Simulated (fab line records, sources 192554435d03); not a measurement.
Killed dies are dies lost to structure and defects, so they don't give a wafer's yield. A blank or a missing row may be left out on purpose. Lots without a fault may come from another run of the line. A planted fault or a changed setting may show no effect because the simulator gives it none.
Chamber matching | flow n5_finfet | N5_BEOL_M0_CUTY_ETCH_62 on rie_diel-05: 4 sister chambers
The step etches SiARC in CF4, time 58.5 s. 4 wafers are shown with their chamber, then 7 later ones without.

WAFERS WITH THEIR CHAMBER
wafer  | chamber | drypump_motor_current_A (A)
L092.1 | 3       | 6.6
L093.4 | 0       | 6.4
L094.1 | 1       | 5.8
L094.2 | 2       | 5.1

WAFERS WITHOUT THEIR CHAMBER
wafer  | drypump_motor_current_A (A)
L094.4 | 6.6
L095.1 | 6.6
L095.2 | 6.4
L095.3 | 5.8
L095.4 | 5.1
L095.5 | 5.7
L095.6 | 5.1

WHICH CHAMBER EACH WENT THROUGH
wafer  | from the rows above | in truth
L094.4 | 3                   | 3
L095.1 | 3                   | 3
L095.2 | 0                   | 0
L095.3 | 1                   | 1
L095.4 | 2                   | 2
L095.5 | 1                   | 1
L095.6 | 2                   | 2
Placed correctly: 7 of 7. Can't be placed from these rows: 0. Placed wrongly: 0.
How it was worked out, from the rows above alone: a wafer's distance from a chamber is the root of the sum, over the readings, of the square of ((its reading less the chamber's mean) divided by the reading's scatter). The wafer belongs to the nearest chamber; if the next one is less than 2 further off, it can't be placed. A chamber's mean is the mean of its shown wafers. The scatter: with one shown wafer a chamber, the root of the mean of the squares of how far each hidden wafer lies from its nearest shown one.
